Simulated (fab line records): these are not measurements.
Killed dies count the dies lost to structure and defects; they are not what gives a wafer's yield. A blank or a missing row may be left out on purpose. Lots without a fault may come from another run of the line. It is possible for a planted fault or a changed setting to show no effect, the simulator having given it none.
Check for tools in common / flow n5_finfet / Sample size 9 lots and 27 wafers

## REASON FOR OPENING
At N5_BEOL_M1_OVL_MEAS_12 the reading M1_OVL is flagged on 2 of 9 lots. Wafers without a fault read 0.0 nm, standard deviation 0.6.
Rule: a lot is flagged in two cases, either no wafer of it has a number, or all its wafers with numbers fall more than 4 standard deviations from that mean. All remaining lots are regarded as sound.

lot=L522; measured=day 6 15:46; on=overlay-02; M1_OVL (nm), wafer by wafer=-0.1 -0.1 -0.1; flag=
lot=L523; measured=day 6 22:34; on=overlay-01; M1_OVL (nm), wafer by wafer=-0.5 -1.4 0.1; flag=
lot=L526; measured=day 7 06:10; on=overlay-01; M1_OVL (nm), wafer by wafer=-1.1 -0.3 0.1; flag=
lot=L528; measured=day 8 08:58; on=overlay-01; M1_OVL (nm), wafer by wafer=1.0 0.7 0.7; flag=
lot=L532; measured=day 9 05:20; on=overlay-01; M1_OVL (nm), wafer by wafer=-0.4 0.4 0.4; flag=
lot=L533; measured=day 9 12:23; on=overlay-01; M1_OVL (nm), wafer by wafer=-0.3 -0.7 -0.5; flag=
lot=L536; measured=day 10 02:47; on=overlay-01; M1_OVL (nm), wafer by wafer=7.3 7.9 7.6; flag=FLAGGED
lot=L539; measured=day 10 22:08; on=overlay-02; M1_OVL (nm), wafer by wafer=7.9 7.5 7.3; flag=FLAGGED
lot=L542; measured=day 11 13:16; on=overlay-02; M1_OVL (nm), wafer by wafer=-0.7 -1.1 -0.8; flag=
Average over the flagged lots: 7.6 nm; offset from the usual +7.6 nm, equal to +13 standard deviations.

## LOT BY LOT: THE TOOL USED
The record holds 3 process steps before the reading, out of a route of 1938 steps. Every cell lists first the tool, next ch and the chambers used by the sampled wafers, and last the start.
lot=L522; flag=; N5_BEOL_M0_ANNEAL_119=rtp_anneal-01 ch 0, day 6 12:05; N5_BEOL_M1_PECVD_72=pecvd-03 ch 0,1,2, day 6 13:15; N5_BEOL_M1_EXPOSE_08=euv_scanner-01 ch 0, day 6 15:37
lot=L523; flag=; N5_BEOL_M0_ANNEAL_119=rtp_anneal-01 ch 0, day 6 19:05; N5_BEOL_M1_PECVD_72=pecvd-02 ch 0,1,2, day 6 20:08; N5_BEOL_M1_EXPOSE_08=euv_scanner-02 ch 0, day 6 22:25
lot=L526; flag=; N5_BEOL_M0_ANNEAL_119=rtp_anneal-01 ch 0, day 7 01:49; N5_BEOL_M1_PECVD_72=pecvd-01 ch 1,2, day 7 02:49; N5_BEOL_M1_EXPOSE_08=euv_scanner-02 ch 0, day 7 06:01
lot=L528; flag=; N5_BEOL_M0_ANNEAL_119=rtp_anneal-02 ch 0, day 8 06:53; N5_BEOL_M1_PECVD_72=pecvd-02 ch 0,1,2, day 8 07:52; N5_BEOL_M1_EXPOSE_08=euv_scanner-02 ch 0, day 8 08:49
lot=L532; flag=; N5_BEOL_M0_ANNEAL_119=rtp_anneal-02 ch 0, day 9 03:52; N5_BEOL_M1_PECVD_72=pecvd-03 ch 0,1, day 9 04:51; N5_BEOL_M1_EXPOSE_08=euv_scanner-01 ch 0, day 9 05:11
lot=L533; flag=; N5_BEOL_M0_ANNEAL_119=rtp_anneal-02 ch 0, day 9 09:40; N5_BEOL_M1_PECVD_72=pecvd-02 ch 0,2, day 9 10:41; N5_BEOL_M1_EXPOSE_08=euv_scanner-01 ch 0, day 9 12:13
lot=L536; flag=FLAGGED; N5_BEOL_M0_ANNEAL_119=rtp_anneal-01 ch 0, day 10 00:26; N5_BEOL_M1_PECVD_72=pecvd-03 ch 1,2, day 10 01:29; N5_BEOL_M1_EXPOSE_08=euv_scanner-02 ch 0, day 10 02:38
lot=L539; flag=FLAGGED; N5_BEOL_M0_ANNEAL_119=rtp_anneal-01 ch 0, day 10 20:23; N5_BEOL_M1_PECVD_72=pecvd-01 ch 1,2, day 10 21:25; N5_BEOL_M1_EXPOSE_08=euv_scanner-02 ch 0, day 10 21:58
lot=L542; flag=; N5_BEOL_M0_ANNEAL_119=rtp_anneal-01 ch 0, day 11 10:29; N5_BEOL_M1_PECVD_72=pecvd-01 ch 1,2, day 11 11:28; N5_BEOL_M1_EXPOSE_08=euv_scanner-01 ch 0, day 11 13:07
What is done by these steps:
- N5_BEOL_M0_ANNEAL_119: time 90 s.
- N5_BEOL_M1_PECVD_72: deposits SiO2 from TEOS/O2, target thk 16 nm, time 18 s.
- N5_BEOL_M1_EXPOSE_08: exposes mask M1.
- N5_BEOL_M1_OVL_MEAS_12

## FLAGGED OVER TOTAL, TOOL BY TOOL (the gauges that took the reading come last)
step=N5_BEOL_M0_ANNEAL_119; tool=rtp_anneal-01; lots run=6; flagged=2; share of the flagged lots=all; sound lots run after its first flagged lot=1 (L542)
step=N5_BEOL_M0_ANNEAL_119; tool=rtp_anneal-02; lots run=3; flagged=0; share of the flagged lots=none; sound lots run after its first flagged lot=-
step=N5_BEOL_M1_PECVD_72; tool=pecvd-01; lots run=3; flagged=1; share of the flagged lots=some; sound lots run after its first flagged lot=1 (L542)
step=N5_BEOL_M1_PECVD_72; tool=pecvd-02; lots run=3; flagged=0; share of the flagged lots=none; sound lots run after its first flagged lot=-
step=N5_BEOL_M1_PECVD_72; tool=pecvd-03; lots run=3; flagged=1; share of the flagged lots=some; sound lots run after its first flagged lot=0
step=N5_BEOL_M1_EXPOSE_08; tool=euv_scanner-01; lots run=4; flagged=0; share of the flagged lots=none; sound lots run after its first flagged lot=-
step=N5_BEOL_M1_EXPOSE_08; tool=euv_scanner-02; lots run=5; flagged=2; share of the flagged lots=all; sound lots run after its first flagged lot=0
step=N5_BEOL_M1_OVL_MEAS_12; tool=overlay-01; lots run=6; flagged=1; share of the flagged lots=some; sound lots run after its first flagged lot=0
step=N5_BEOL_M1_OVL_MEAS_12; tool=overlay-02; lots run=3; flagged=1; share of the flagged lots=some; sound lots run after its first flagged lot=1 (L542)

## THE TABLE: WHAT IT ALLOWS
Rows of the table that ran all the flagged lots, 2 in number: rtp_anneal-01 at N5_BEOL_M0_ANNEAL_119; euv_scanner-02 at N5_BEOL_M1_EXPOSE_08.
- rtp_anneal-01 at N5_BEOL_M0_ANNEAL_119 ran 6 lots, 2 of them flagged. Sound lots ran on it after the first flagged one (L542), which a lasting fault on the whole tool wouldn't allow.
- euv_scanner-02 at N5_BEOL_M1_EXPOSE_08 ran 5 lots, 2 of them flagged. A fault beginning between L528 (day 8 08:49), its last sound lot, and L536 (day 10 02:38), its first flagged one, fits the data.
One tool is left: euv_scanner-02 at N5_BEOL_M1_EXPOSE_08.

## WHAT THE SIMULATOR PUT IN
Scanner matching overlay: euv_scanner-02, from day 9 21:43 on, at N5_BEOL_M1_EXPOSE_08. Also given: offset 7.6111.
Lots struck among those shown: L536, L539. The same result came from the rule above.
